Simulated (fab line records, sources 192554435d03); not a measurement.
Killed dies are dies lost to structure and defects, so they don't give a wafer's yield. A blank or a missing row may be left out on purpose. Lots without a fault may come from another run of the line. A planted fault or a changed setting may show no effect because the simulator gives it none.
fab line records | flow n5_finfet
record lots=9 wafers=25 last_day=17
route steps=1938 shown BEOL_M0_SAQP@667 BEOL_M0_CUTY@710 BEOL_M4@1111 PASSIVATION@1936
lots that met no fault: from a run of the same line without faults
start_h: hours from the record's first day to the start of the lot's first wafer shown | wait_h: hours since the lot's step before | " the same as in the row above | L1.1+2: a row that stands for several wafers | - no value, or no start given | * or withheld: withheld | < > ~ a bound
route shown NAME@n: a module of which the file shows steps, and the number in the route of the first | usual: mean/standard deviation of fault-free wafers | same: alike in all rows | chamber/n: place in a boat | sites: the reading at each site | _std_site: their standard deviation | _edge_site: outer sites' mean less inner sites' | radius_mm: how far each site lies from the wafer's centre | mask NAME#n: copy n | behind: the tool/chamber that last shaped the wafer | hold: why the lot was held/for how many hours/how that ended | device: the transistor (n, p or np) that didn't switch | end of line: the same wafers' tests at the end of the route | a step without rows: its recipe alone | killed: dies lost to structure and defects at the first sort, not the wafer's yield | map: a wafer's dies, x killed, . not, _ none there
set.NAME: the setting as run; set.NAME@STEP: as run at that earlier step | model.NAME: the simulator's own value behind a step, which no gauge read
steps of the route over a sample of lots; a table a step, a row a wafer
services: from which hour (start_h, from the record's first day; less than 0 if before it) a tool's chamber was out of use, for how many hours, and why
## steps
# step N5_BEOL_M0_SAQP_ETCH_101
# recipe chemistry=CH3F/O2 target=SiNx mask_material=SiO2 target_depth_a=299 time_s=42.7 pressure_mtorr=30 source_w=395 bias_w=73 Ar_flow_sccm=150 CH3F_flow_sccm=30 O2_flow_sccm=20 ion_energy_ev=120
# usual drypump_motor_current_A=5.7/0.45 mfc_ar_sccm=150.0/0.42 oes_product_au=0.78/0.097 rf_vpp_V=297/7.5 showerhead_plenum_p_Torr=2.03/0.069 throttle_valve_pct=16.40/0.3
# columns lot.wafer tool chamber start_h wait_h drypump_motor_current_A mfc_ar_sccm oes_product_au rf_hours_counter_h rf_vpp_V showerhead_plenum_p_Torr throttle_valve_pct
L236.1 rie_diel-01 2 108.33 0.2 5.5 149.5 0.75 185 294 2.09 16.60
L236.2 " 1 " " 5.2 150.1 0.71 191 292 2.09 16.64
L236.3 " 3 " " 6.4 149.6 0.69 241 296 2.03 16.22
L237.3 rie_diel-02 0 116.54 0.0 5.7 150.5 0.77 156 309 2.07 16.57
L237.4 " 1 " " 5.8 150.0 0.74 154 292 2.00 16.35
L237.6 " 0 " " 5.6 149.7 0.77 - 309 2.07 16.56
L238.2 rie_diel-06 2 122.28 0.2 6.2 149.7 0.72 191 296 2.05 16.08
L238.4 " 1 " " 5.2 150.6 0.84 47 306 2.11 16.48
L238.5 " 0 " " 5.5 150.0 0.67 - 310 1.96 16.62
L239.3 rie_diel-06 3 125.70 0.0 5.1 149.9 0.67 239 285 1.98 16.57
L239.4 " 3 " " 5.1 149.5 0.67 - 284 1.98 16.60
L239.6 " 2 " " 6.2 150.1 0.72 - 297 2.05 16.08
L242.3 rie_diel-01 1 196.77 0.0 5.2 150.0 0.69 215 293 2.08 16.69
L242.4 " 2 " " 5.5 150.0 0.72 216 294 2.08 16.64
L244.1 rie_diel-01 2 197.43 0.2 5.5 149.6 0.73 216 294 2.08 16.65
L244.5 " 0 " " 5.9 149.3 0.69 - 291 1.96 16.77
L244.6 " 3 " " 6.3 150.8 0.92 - 298 2.03 15.75
L248.1 rie_diel-01 0 198.42 0.0 5.9 149.5 0.70 244 289 1.96 16.78
L248.3 " 2 " " 5.5 149.5 0.73 217 295 2.08 16.66
L248.4 " 3 " " 6.4 150.1 0.91 7 298 2.03 15.77
L254.2 rie_diel-06 3 218.82 0.0 5.1 150.1 0.93 19 285 1.97 16.27
L254.4 " 1 " " 5.2 150.2 0.80 - 306 2.10 16.56
L254.5 " 2 " " 6.2 149.9 0.69 - 296 2.04 16.16
L256.1 rie_diel-06 1 229.57 0.1 5.3 150.0 0.80 85 305 2.10 16.56
L256.2 " 3 " " 5.1 149.4 0.91 24 284 1.97 16.28
# step N5_BEOL_M0_SAQP_RECESS_109
# recipe chemistry=HF/NH3 target=SiO2 target_depth_a=30 afs_cycles=1 temp_c=30 sublimation_temp_c=180 sublimation_time_s=60
# usual drypump_motor_current_A=5.9/0.32 foreline_p_Torr=0.1281/0.00056 sublimation_temp_c=180.00/0.17
# columns lot.wafer tool chamber start_h wait_h drypump_motor_current_A foreline_p_Torr sublimation_temp_c
L236.1 vapor_etch-01 0 109.16 0.0 5.5 0.1275 180.04
L236.2 " 1 " " 5.8 0.1278 179.80
L236.3 " 0 " " 5.5 0.1282 180.12
L237.3 vapor_etch-01 0 117.47 0.1 5.6 0.1283 180.00
L237.4 " 1 " " 5.8 0.1283 179.97
L237.6 " 0 " " 5.5 0.1281 179.85
L238.2 vapor_etch-01 0 123.32 0.0 5.5 0.1280 179.83
L238.4 " 1 " " 5.8 0.1278 180.34
L238.5 " 0 " " 5.5 0.1278 180.06
L239.3 vapor_etch-01 1 126.65 0.1 5.8 0.1287 179.92
L239.4 " 0 " " 5.5 0.1281 179.73
L239.6 " 1 " " 5.8 0.1284 179.97
L242.3 vapor_etch-01 0 198.73 0.5 5.5 0.1288 180.28
L242.4 " 1 " " 5.8 0.1277 179.83
L244.1 vapor_etch-02 0 199.34 0.6 6.4 0.1286 179.97
L244.5 " 0 " " 6.4 0.1282 180.25
L244.6 " 1 " " 5.9 0.1284 179.96
L248.1 vapor_etch-02 0 200.06 0.4 6.4 0.1279 179.89
L248.3 " 0 " " 6.4 0.1280 180.04
L248.4 " 1 " " 5.9 0.1276 179.99
L254.2 vapor_etch-02 0 219.79 0.1 6.4 0.1282 180.01
L254.4 " 0 " " 6.4 0.1287 179.60
L254.5 " 0 " " 6.4 0.1278 179.81
L256.1 vapor_etch-02 0 230.56 0.1 6.4 0.1283 180.18
L256.2 " 1 " " 5.9 0.1277 180.20
# step N5_BEOL_M0_SAQP_MANDREL2_REMOVE_110
# recipe chemistry=HBr/Cl2/O2 bt_time_s=10 target=a-Si stop_on=SiCN endpoint=OES-SiCl over_etch_frac=1 icp_w=600 bias_w=30 HBr_flow_sccm=150 Cl2_flow_sccm=80 O2_flow_sccm=5 pressure_mtorr=10
# usual drypump_motor_current_A=5.7/0.39 oes_product_au=0.997/0.016 throttle_valve_pct=36.9/0.42
# same over_etch_frac=1
# columns lot.wafer tool chamber start_h wait_h drypump_motor_current_A oes_product_au rf_hours_counter_h throttle_valve_pct
L236.1 rie_si-03 1 109.94 0.1 6.3 0.984 196 36.6
L236.2 " 2 " " 5.1 1.003 111 37.3
L236.3 " 3 " " 5.9 1.013 79 36.7
L237.3 rie_si-03 2 118.22 0.1 5.1 0.984 111 37.3
L237.4 " 3 " " 5.9 1.004 79 36.7
L237.6 " 0 " " 5.9 1.018 - 36.7
L238.2 rie_si-03 1 124.10 0.1 6.3 1.003 196 36.6
L238.4 " 3 " " 5.9 1.003 79 36.7
L238.5 " 1 " " 6.2 0.998 - 36.6
L239.3 rie_si-04 3 127.49 0.1 5.4 0.970 31 37.4
L239.4 " 1 " " 5.3 1.013 161 37.1
L239.6 " 3 " " 5.4 0.967 - 37.4
L242.3 rie_si-03 1 199.51 0.1 6.2 0.997 1 36.0
L242.4 " 3 " " 5.9 1.008 81 36.7
L244.1 rie_si-04 2 200.18 0.1 5.8 0.984 100 36.9
L244.5 " 1 " " 5.3 1.020 - 37.1
L244.6 " 2 " " 5.8 0.980 - 36.9
L248.1 rie_si-03 3 203.76 0.1 5.9 1.003 81 36.7
L248.3 " 2 " " 5.1 1.001 113 37.3
L248.4 " 0 " " 5.9 1.024 80 36.7
L254.2 rie_si-03 2 220.76 0.1 5.2 1.004 113 37.3
L254.4 " 0 " " 5.9 1.017 81 36.7
L254.5 " 0 " " 5.9 1.023 - 36.6
L256.1 rie_si-01 3 231.54 0.1 5.5 1.012 156 37.4
L256.2 " 1 " " 5.7 1.000 108 37.3
# step N5_BEOL_M0_SAQP_INSPECT_42
# recipe mode=adi inspect_instrument=brightfield
# usual raw_defect_count=279/77
# columns lot.wafer tool chamber start_h wait_h raw_defect_count
L236.1 defect_inspect-02 - 110.58 0.1 189
L236.2 " - " " 133
L236.3 " - " " 305
L237.3 defect_inspect-02 - 118.72 0.0 340
L237.4 " - " " 323
L237.6 " - " " 346
L238.2 defect_inspect-02 - 124.61 0.0 284
L238.4 " - " " 291
L238.5 " - " " 249
L239.3 defect_inspect-02 - 128.00 0.0 233
L239.4 " - " " 349
L239.6 " - " " 232
L242.3 defect_inspect-01 - 200.01 0.0 238
L242.4 " - " " 164
L244.1 defect_inspect-02 - 200.81 0.1 168
L244.5 " - " " 253
L244.6 " - " " 208
L248.1 defect_inspect-02 - 204.28 0.1 303
L248.3 " - " " 754
L248.4 " - " " 292
L254.2 defect_inspect-02 - 221.43 0.0 258
L254.4 " - " " 386
L254.5 " - " " 263
L256.1 defect_inspect-02 - 232.05 0.1 338
L256.2 " - " " 314
# step N5_BEOL_M0_SAQP_ETCH_49
# recipe chemistry=CF4/O2 target_depth_a=370 target=SiO2 pressure_mtorr=40 source_w=535 bias_w=49 Ar_flow_sccm=100 cf4_flow_sccm=100 O2_flow_sccm=10 ion_energy_ev=100
# usual drypump_motor_current_A=5.7/0.45 mfc_ar_sccm=100.0/0.31 oes_product_au=0.78/0.097 rf_vpp_V=240/6.2 showerhead_plenum_p_Torr=2.23/0.075 throttle_valve_pct=15.91/0.25
# columns lot.wafer tool chamber start_h wait_h drypump_motor_current_A mfc_ar_sccm oes_product_au rf_hours_counter_h rf_vpp_V showerhead_plenum_p_Torr throttle_valve_pct
L236.1 rie_diel-06 1 111.64 0.3 5.2 99.7 0.85 45 249 2.33 15.99
L236.2 " 3 " " 5.1 99.7 0.67 235 230 2.19 16.10
L236.3 " 0 " " 5.5 100.0 0.67 247 254 2.18 16.12
L237.3 rie_diel-06 0 119.66 0.3 5.5 100.5 0.67 249 251 2.18 16.14
L237.4 " 1 " " 5.2 100.4 0.83 46 246 2.33 16.02
L237.6 " 1 " " 5.2 100.1 0.84 - 248 2.33 16.01
L238.2 rie_diel-01 3 125.95 0.3 6.3 100.0 0.68 247 242 2.25 15.81
L238.4 " 3 " " 6.4 99.9 0.68 - 242 2.25 15.80
L238.5 " 2 " " 5.5 99.5 0.73 - 238 2.28 16.03
L239.3 rie_diel-01 3 129.47 0.3 6.4 99.9 0.68 250 241 2.25 15.83
L239.4 " 0 " " 5.9 99.7 0.71 219 234 2.17 16.17
L239.6 " 2 " " 5.4 99.9 0.73 - 240 2.28 16.05
L242.3 rie_diel-06 1 201.11 0.4 5.2 100.5 0.81 73 249 2.32 16.06
L242.4 " 3 " " 5.1 99.9 0.96 12 231 2.18 15.72
L244.1 rie_diel-02 0 202.05 0.4 5.7 100.0 0.73 186 251 2.27 16.15
L244.5 " 0 " " 5.7 100.1 0.73 - 251 2.27 16.16
L244.6 " 2 " " 5.7 100.2 0.90 - 238 2.33 15.80
L248.1 rie_diel-02 3 205.74 0.3 6.3 99.6 0.76 139 243 2.02 15.86
L248.3 " 2 " " 5.8 99.4 0.90 42 238 2.33 15.78
L248.4 " 3 " " 6.3 100.3 0.76 - 242 2.02 15.86
L254.2 rie_diel-06 3 222.27 0.3 5.1 99.9 0.93 21 231 2.17 15.76
L254.4 " 1 " " 5.2 99.7 0.80 - 248 2.32 16.07
L254.5 " 2 " " 6.2 99.5 0.68 - 239 2.26 15.73
L256.1 rie_diel-01 0 234.60 0.4 5.9 99.5 0.95 3 236 2.16 15.74
L256.2 " 3 " " 6.4 100.1 0.88 23 242 2.24 15.36
# step N5_BEOL_M0_CUTY_INSPECT_59
# recipe mode=adi inspect_instrument=macro
# usual raw_defect_count=2.2/1.7
# columns lot.wafer tool chamber start_h wait_h raw_defect_count
L236.1 defect_inspect-02 - 112.19 0.0 1
L236.2 " - " " 2
L236.3 " - " " 4
L237.3 defect_inspect-02 - 120.08 0.0 4
L237.4 " - " " 0
L237.6 " - " " 2
L238.2 defect_inspect-02 - 126.56 0.0 2
L238.4 " - " " 0
L238.5 " - " " 3
L239.3 defect_inspect-01 - 130.01 0.0 3
L239.4 " - " " 4
L239.6 " - " " 3
L242.3 defect_inspect-01 - 201.53 0.0 2
L242.4 " - " " 4
L244.1 defect_inspect-01 - 202.59 0.0 3
L244.5 " - " " 0
L244.6 " - " " 4
L248.1 defect_inspect-02 - 206.28 0.0 4
L248.3 " - " " >300
L248.4 " - " " 4
L254.2 defect_inspect-02 - 222.82 0.0 2
L254.4 " - " " 0
L254.5 " - " " 1
L256.1 defect_inspect-02 - 235.02 0.0 0
L256.2 " - " " 2
# step N5_BEOL_M4_RC_MEAS_101
# usual DIBL_N=36.2/2.4 DIBL_P=36.2/2.6 IOFF_N=0.16/0.045 IOFF_P=0.21/0.046 ION_N=674/17 ION_P=463/11 SS_N=71.5/0.77 SS_P=73.1/0.76 VT_N=250/3.9 VT_P=-250/3.9
# columns lot.wafer tool chamber start_h wait_h DIBL_N[mV/V] DIBL_P[mV/V] IOFF_N[nA/um] IOFF_P[nA/um] ION_N[uA/um] ION_P[uA/um] SS_N[mV/dec] SS_P[mV/dec] VT_N[mV] VT_P[mV]
L237.3 prober-02 0 162.94 0.3 32.4 31.4 0.10 0.13 667 456 69.5 71.9 254 -258
L237.4 " 0 " " 30.5 28.2 0.07 0.10 649 448 69.5 70.9 261 -261
L237.6 " 0 " " 37.0 37.0 0.18 0.20 678 463 71.2 73.7 249 -252
L236.1 prober-02 0 165.46 0.0 39.4 39.7 0.20 0.27 685 474 72.3 73.8 249 -244
L236.2 " 0 " " 37.9 38.3 0.16 0.24 692 480 71.5 72.9 249 -249
L236.3 " 0 " " 40.5 40.5 0.22 0.30 695 473 71.9 74.1 247 -245
L238.2 prober-01 0 165.86 0.2 34.6 37.3 0.13 0.16 646 439 71.7 73.4 258 -258
L238.4 " 0 " " 32.8 36.1 0.12 0.15 677 470 71.7 72.2 253 -257
L238.5 " 0 " " 31.4 34.6 0.10 0.14 658 457 70.6 72.7 255 -258
L239.3 prober-01 0 178.94 0.3 36.5 38.4 0.18 0.25 678 464 71.1 73.2 247 -246
L239.4 " 0 " " 37.6 38.5 0.20 0.26 701 476 71.8 73.6 245 -246
L239.6 " 0 " " 35.0 35.3 0.13 0.19 649 453 70.9 72.6 255 -250
L242.3 prober-02 0 238.88 0.3 36.6 37.4 0.16 0.21 689 469 71.8 73.1 249 -250
L242.4 " 0 " " 36.7 37.1 0.17 0.20 683 461 71.7 73.0 249 -253
L244.1 prober-02 0 240.71 0.0 37.0 38.8 0.17 0.20 672 458 71.5 72.0 248 -249
L244.5 " 0 " " 35.3 36.0 0.12 0.16 641 444 71.7 72.7 255 -256
L244.6 " 0 " " 33.9 35.8 0.12 0.17 678 461 70.7 72.2 252 -253
L248.1 prober-01 0 249.60 0.0 37.6 36.0 0.17 0.26 671 466 71.2 73.7 250 -246
L248.3 " 0 " " 31.5 28.5 0.09 0.14 648 451 69.6 72.5 254 -254
L248.4 " 0 " " 36.7 34.3 0.17 0.23 681 471 71.2 73.0 246 -243
L254.2 prober-02 0 279.63 0.2 37.8 38.2 0.20 0.24 681 466 71.0 73.6 243 -247
L254.4 " 0 " " 36.7 37.2 0.18 0.22 684 465 71.7 73.4 248 -251
L254.5 " 0 " " 36.5 35.5 0.17 0.19 670 459 71.9 72.6 248 -249
L256.1 prober-02 0 294.34 0.0 37.1 36.7 0.18 0.21 680 467 72.7 73.1 248 -250
L256.2 " 0 " " 35.6 35.6 0.15 0.20 657 448 71.6 73.5 252 -252
# step N5_PASSIVATION_PROBE_49
# usual defect_limited_yield=91.2/1.4 killed_at_M0_to_M3=33/9.5 killed_at_M4_up=13/4.7 killed_at_contacts=11/5.3 killed_at_front_end=42/12 killed_at_other=5/3.3 killed_dies=104/17 killed_on_rim=14/4 killed_open=67/12 killed_short=33/7.7 sort_bin_5_function=5.1/0.94 sort_bin_6_memory=3.3/0.67 sort_bin_8_speed=0.1/1.3 sort_n_pass=1074/24 sort_yield_pct=91.1/2
# same gross_dies=1180 killed_at_back_side=0 sort_bin_4_leakage[%]=0
# columns lot.wafer tool chamber start_h wait_h defect_limited_yield[%] killed_at_M0_to_M3 killed_at_M4_up killed_at_contacts killed_at_front_end killed_at_other killed_dies killed_on_rim killed_open killed_short sort_bin_5_function[%] sort_bin_6_memory[%] sort_bin_8_speed[%] sort_n_pass sort_yield_pct[%]
L237.3 prober-01 - 241.67 0.1 90.8 37 16 10 41 5 109 6 68 36 5.5 3.3 0 1071 90.8
L237.4 prober-01 - 241.72 0.2 92.6 38 10 12 23 4 87 10 61 23 4.4 2.7 0.1 1092 92.5
L237.6 prober-01 - 241.82 0.3 91.6 28 18 17 33 3 99 20 69 25 4.8 3.0 0.1 1081 91.6
L238.2 prober-02 - 243.16 0.1 93.2 26 6 11 31 6 80 10 53 27 3.6 3.1 0.4 1095 92.8
L238.4 prober-02 - 243.26 0.2 91.2 36 11 11 43 3 104 15 71 32 5.3 3.3 0 1076 91.2
L238.5 prober-02 - 243.31 0.2 90.8 30 9 15 43 12 109 15 70 38 5.3 3.6 0 1071 90.8
L236.1 prober-02 - 253.63 0.0 91.8 25 17 5 47 3 97 12 53 42 4.4 3.1 0 1083 91.8
L236.2 prober-02 - 253.68 0.1 92.0 36 4 11 38 5 94 11 65 21 5.2 2.3 0 1086 92.0
L236.3 prober-02 - 253.73 0.1 94.7 34 3 3 15 7 62 10 45 16 3.1 2.0 0 1118 94.7
L239.3 prober-01 - 262.26 0.1 91.2 39 22 6 34 3 104 19 65 32 4.7 3.3 0 1076 91.2
L239.4 prober-01 - 262.31 0.2 91.8 36 9 9 31 12 97 14 60 36 4.5 3.6 0 1083 91.8
L239.6 prober-01 - 262.41 0.3 90.0 53 18 9 26 12 118 21 73 45 5.6 3.8 0 1062 90.0
L244.1 prober-02 - 345.58 0.0 89.0 37 19 14 55 5 130 17 91 33 6.2 4.4 0 1050 89.0
L244.5 prober-02 - 345.78 0.2 89.1 34 15 26 47 7 129 15 86 31 6.5 4.2 0.3 1048 88.8
L244.6 prober-02 - 345.83 0.3 89.3 28 23 15 57 3 126 13 85 38 6.3 4.0 0 1054 89.3
L242.3 prober-01 - 366.75 0.1 92.2 28 11 7 43 3 92 20 57 25 4.0 3.1 0 1088 92.2
L242.4 prober-01 - 366.80 0.2 90.8 40 15 5 46 3 109 14 74 32 5.0 4.0 0 1071 90.8
L248.1 prober-02 - 370.59 0.0 92.1 26 9 17 37 4 93 9 61 27 4.3 3.3 0 1087 92.1
L248.3 prober-02 - 370.69 0.1 85.4 83 18 23 46 2 172 32 71 44 9.2 3.9 0.2 1006 85.3
L248.4 prober-02 - 370.74 0.2 90.0 20 9 21 66 2 118 14 70 46 5.9 3.7 0 1062 90.0
L254.2 prober-02 - 399.17 0.1 93.1 17 11 9 40 5 82 11 57 25 4.4 2.5 0 1098 93.1
L254.4 prober-02 - 399.27 0.2 92.3 18 14 16 41 2 91 14 60 26 4.4 3.1 0 1089 92.3
L254.5 prober-02 - 399.32 0.2 91.9 29 17 11 33 5 95 13 56 35 5.0 2.7 0 1085 91.9
L256.1 prober-02 - 406.89 0.0 92.8 28 14 10 25 8 85 12 57 28 4.1 2.8 0 1095 92.8
L256.2 prober-02 - 406.94 0.1 92.1 21 14 15 38 5 93 11 64 27 4.4 3.3 0.1 1086 92.0
# killed by level:class
L237.3 BEOL_M2:geometric_particle:open=16 FIN_SAQP:geometric_particle:open=12 MOL_CONTACT_COAG:geometric_particle:open=8 FIN_SAQP:geometric_particle:short=7 BEOL_M4:geometric_particle:open=6 BEOL_M0_SAQP:geometric_particle:short=6 BEOL_M3:geometric_particle:open=5 BEOL_M6:geometric_particle:open=4
L237.4 BEOL_M1:geometric_particle:open=13 MOL_CONTACT_COAG:geometric_particle:open=11 FIN_SAQP:geometric_particle:open=5 BEOL_M0_SAQP:geometric_particle:open=5 STI_FIN_REVEAL:geometric_particle:open=5 BEOL_M0_SAQP:geometric_particle:short=5 BEOL_M2:geometric_particle:open=5 BEOL_M4:geometric_particle:open=5
L237.6 MOL_CONTACT_COAG:geometric_particle:open=15 BEOL_M0_SAQP:geometric_particle:short=9 FIN_SAQP:geometric_particle:open=8 BEOL_M2:geometric_particle:open=7 BEOL_M0_SAQP:geometric_particle:open=6 DUMMY_GATE:geometric_particle:open=5 BEOL_M5:geometric_particle:open=5 HKMG_FIN:area_etch=4
L238.2 STI_FIN_REVEAL:geometric_particle:open=10 MOL_CONTACT_COAG:geometric_particle:open=8 BEOL_M0_SAQP:geometric_particle:short=6 BEOL_M0_SAQP:geometric_particle:open=5 BEOL_M2:geometric_particle:open=5 BEOL_M3:geometric_particle:open=5 FIN_SAQP:geometric_particle:short=4 GATE_CUT:geometric_particle:short=4
L238.4 GATE_CUT:geometric_particle:short=9 GATE_CUT:geometric_particle:open=9 MOL_CONTACT_COAG:geometric_particle:open=9 BEOL_M0_SAQP:geometric_particle:open=8 BEOL_M1:geometric_particle:open=8 FIN_SAQP:geometric_particle:short=6 BEOL_M2:geometric_particle:open=6 BEOL_M0:geometric_particle:open=5
L238.5 FIN_SAQP:geometric_particle:short=12 MOL_CONTACT_COAG:geometric_particle:open=12 FIN_SAQP:geometric_particle:open=7 STI_FIN_REVEAL:geometric_particle:open=6 BEOL_M0_SAQP:geometric_particle:open=6 BEOL_M3:geometric_particle:open=6 BEOL_M4:geometric_particle:open=5 MIM_TOP_ETCH:geometric_particle:open=5
L236.1 FIN_SAQP:geometric_particle:short=13 BEOL_M2:geometric_particle:open=11 BEOL_M4:geometric_particle:open=7 FIN_SAQP:geometric_particle:open=6 GATE_CUT:geometric_particle:short=5 STARTING-WAFER:geometric_particle:short=5 BEOL_M4:geometric_particle:short=4 BEOL_M3:geometric_particle:open=3
L236.2 FIN_SAQP:geometric_particle:open=10 BEOL_M2:geometric_particle:open=10 MOL_CONTACT_COAG:geometric_particle:open=9 FIN_SAQP:geometric_particle:short=6 DUMMY_GATE:geometric_particle:open=6 BEOL_M1:geometric_particle:open=5 HKMG_FIN:area_etch=5 STI_FIN_REVEAL:geometric_particle:open=4
L236.3 BEOL_M2:geometric_particle:open=11 BEOL_M3:geometric_particle:open=7 BEOL_M1:geometric_particle:open=6 PASS1_CAP:geometric_particle:short=6 FIN_SAQP:geometric_particle:open=5 BEOL_M0:geometric_particle:open=4 MOL_CONTACT_COAG:geometric_particle:open=3 BEOL_M0_SAQP:geometric_particle:short=3
L239.3 BEOL_M1:geometric_particle:open=8 BEOL_M3:geometric_particle:open=8 BEOL_M0_SAQP:geometric_particle:open=7 BEOL_M0_SAQP:geometric_particle:short=7 BEOL_M4:geometric_particle:open=7 FIN_SAQP:geometric_particle:open=5 GATE_CUT:geometric_particle:short=5 FIN_SAQP:geometric_particle:short=4
L239.4 BEOL_M0_SAQP:geometric_particle:open=9 FIN_SAQP:geometric_particle:open=8 BEOL_M2:geometric_particle:open=8 MOL_CONTACT_COAG:geometric_particle:open=7 GATE_CUT:geometric_particle:short=6 FIN_SAQP:geometric_particle:short=5 BEOL_M0_SAQP:geometric_particle:short=5 BEOL_M1:geometric_particle:open=4
L239.6 BEOL_M0_SAQP:geometric_particle:open=14 BEOL_M0_SAQP:geometric_particle:short=12 BEOL_M1:geometric_particle:short=8 BEOL_M3:geometric_particle:open=8 MOL_CONTACT_COAG:geometric_particle:open=7 BEOL_M1:geometric_particle:open=6 PASS1_CAP:geometric_particle:short=6 FIN_SAQP:geometric_particle:short=5
L244.1 FIN_SAQP:geometric_particle:open=16 BEOL_M0_SAQP:geometric_particle:open=12 MOL_CONTACT_COAG:geometric_particle:open=11 DUMMY_GATE:geometric_particle:open=9 GATE_CUT:geometric_particle:open=7 FIN_SAQP:geometric_particle:short=5 GATE_CUT:geometric_particle:short=5 BEOL_M0_SAQP:geometric_particle:short=5
L244.5 MOL_CONTACT_COAG:geometric_particle:open=23 BEOL_M0_SAQP:geometric_particle:open=15 FIN_SAQP:geometric_particle:open=10 BEOL_M0_SAQP:geometric_particle:short=10 STI_FIN_REVEAL:geometric_particle:open=7 GATE_CUT:geometric_particle:short=7 DUMMY_GATE:geometric_particle:open=6 DUMMY_GATE:geometric_particle:short=4
L244.6 FIN_SAQP:geometric_particle:short=18 FIN_SAQP:geometric_particle:open=14 MOL_CONTACT_COAG:geometric_particle:open=12 BEOL_M5:geometric_particle:open=10 DUMMY_GATE:geometric_particle:open=8 BEOL_M0_SAQP:geometric_particle:open=8 BEOL_M3:geometric_particle:open=7 BEOL_M0_SAQP:geometric_particle:short=6
L242.3 BEOL_M2:geometric_particle:open=13 HKMG_FIN:area_etch=8 FIN_SAQP:geometric_particle:open=6 DUMMY_GATE:geometric_particle:open=6 FIN_SAQP:geometric_particle:short=5 STI_FIN_REVEAL:geometric_particle:open=4 MOL_CONTACT_COAG:geometric_particle:open=4 GATE_CUT:geometric_particle:open=3
L242.4 STI_FIN_REVEAL:geometric_particle:open=17 BEOL_M2:geometric_particle:open=16 STI_FIN_REVEAL:geometric_particle:short=5 BEOL_M1:geometric_particle:open=5 BEOL_M5:geometric_particle:open=5 GATE_CUT:geometric_particle:short=4 MOL_CONTACT_COAG:geometric_particle:open=4 BEOL_M0_SAQP:geometric_particle:short=4
L248.1 MOL_CONTACT_COAG:geometric_particle:open=14 FIN_SAQP:geometric_particle:open=11 FIN_SAQP:geometric_particle:short=10 BEOL_M0_SAQP:geometric_particle:open=7 BEOL_M2:geometric_particle:open=6 GATE_CUT:geometric_particle:short=5 BEOL_M3:geometric_particle:open=5 BEOL_M5:geometric_particle:open=5
L248.3 BEOL_M0_SAQP:unspecified=55 FIN_SAQP:geometric_particle:short=13 MOL_CONTACT_COAG:geometric_particle:open=12 MOL_CONTACT_COAG:geometric_particle:short=11 FIN_SAQP:geometric_particle:open=9 STI_FIN_REVEAL:geometric_particle:open=9 BEOL_M0_SAQP:geometric_particle:open=7 BEOL_M4:geometric_particle:open=7
L248.4 FIN_SAQP:geometric_particle:short=17 MOL_CONTACT_COAG:geometric_particle:open=17 FIN_SAQP:geometric_particle:open=16 GATE_CUT:geometric_particle:short=8 DUMMY_GATE:geometric_particle:short=7 GATE_CUT:geometric_particle:open=6 BEOL_M3:geometric_particle:open=6 STI_FIN_REVEAL:geometric_particle:open=5
L254.2 FIN_SAQP:geometric_particle:open=13 DUMMY_GATE:geometric_particle:open=9 MOL_CONTACT_COAG:geometric_particle:open=8 FIN_SAQP:geometric_particle:short=6 BEOL_M4:geometric_particle:open=6 BEOL_M3:geometric_particle:open=5 GATE_CUT:geometric_particle:short=4 BEOL_M0_SAQP:geometric_particle:open=4
L254.4 FIN_SAQP:geometric_particle:open=11 MOL_CONTACT_COAG:geometric_particle:open=9 BEOL_M4:geometric_particle:open=8 BEOL_M0_SAQP:geometric_particle:open=6 FIN_SAQP:geometric_particle:short=5 STARTING-WAFER:geometric_particle:short=5 STI_FIN_REVEAL:geometric_particle:open=4 BEOL_M0_SAQP:geometric_particle:short=4
L254.5 BEOL_M0_SAQP:geometric_particle:open=11 FIN_SAQP:geometric_particle:short=7 STI_FIN_REVEAL:geometric_particle:open=7 DUMMY_GATE:geometric_particle:open=7 BEOL_M0_SAQP:geometric_particle:short=6 BEOL_M4:geometric_particle:open=6 BEOL_M4:geometric_particle:short=5 MOL_CONTACT_COAG:geometric_particle:short=4
L256.1 BEOL_M3:geometric_particle:open=12 MOL_CONTACT_COAG:geometric_particle:open=9 FIN_SAQP:geometric_particle:short=6 DUMMY_GATE:geometric_particle:open=6 BEOL_M2:geometric_particle:open=6 BEOL_M4:geometric_particle:open=5 MIM_TOP_ETCH:geometric_particle:short=5 STI_FIN_REVEAL:geometric_particle:open=4
L256.2 DUMMY_GATE:geometric_particle:open=11 MOL_CONTACT_COAG:geometric_particle:open=11 BEOL_M3:geometric_particle:open=9 BEOL_M4:geometric_particle:open=9 STI_FIN_REVEAL:geometric_particle:open=7 FIN_SAQP:geometric_particle:open=4 DUMMY_GATE:geometric_particle:short=4 MOL_CONTACT_COAG:geometric_particle:short=4
## services
# columns tool chamber start_h hours kind
rie_diel-01 1 109.26 19.6 repair
rie_si-03 - 119.28 4.0 pm
rie_diel-01 0 121.21 7.5 repair
rie_diel-06 0 123.19 - clean
rie_diel-06 0 123.19 - consumable_replace:focus_ring
rie_diel-06 0 123.19 19.6 scheduled_down
rie_diel-06 0 123.19 19.6 vent_cycle
rie_diel-01 3 148.32 7.9 repair
rie_diel-06 3 154.22 - clean
rie_diel-06 3 154.22 - consumable_replace:focus_ring
rie_diel-06 3 154.22 12.6 scheduled_down
rie_diel-06 3 154.22 12.6 vent_cycle
rie_diel-01 3 156.65 - clean
rie_diel-01 3 156.65 - consumable_replace:focus_ring
rie_diel-01 3 156.65 21.4 scheduled_down
rie_diel-01 3 156.65 21.4 vent_cycle
rie_si-03 - 162.93 1.1 repair
rie_si-03 3 167.68 11.3 repair
rie_si-01 0 183.33 4.1 repair
rie_diel-02 1 196.13 24.9 repair
rie_diel-01 2 218.89 6.3 repair
rie_si-01 - 226.26 2.8 pm
rie_diel-06 2 227.39 4.3 repair
rie_si-01 2 230.34 3.6 repair
## key
first_sign step=N5_BEOL_M0_SAQP_INSPECT_42 reading=raw_defect_count direction=up sigmas=6.1 usual=279 struck=754
effect step=N5_BEOL_M0_CUTY_INSPECT_59 reading=raw_defect_count direction=up sigmas=99+ usual=2.2 struck=>300
effect step=N5_PASSIVATION_PROBE_49 reading=killed_at_M0_to_M3 direction=up sigmas=5.2 usual=33 struck=83
more_kills_born_at N5_BEOL_M0_SAQP_ETCH_101@rie_diel-01=55
met_at N5_BEOL_M0_SAQP_ETCH_101
struck_lots L248
struck_wafers L248.3
not_acting_at N5_BEOL_M0_SAQP_RECESS_109,N5_BEOL_M0_SAQP_MANDREL2_REMOVE_110,N5_BEOL_M0_SAQP_ETCH_49
onset_between 197.43 198.42
fault kind=chamber_particle_source tool=rie_diel-01 chamber=2 onset_h=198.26 steps=N5_BEOL_M0_SAQP_ETCH_101 rate_per_visit_cm2=0.88291 end_h=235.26
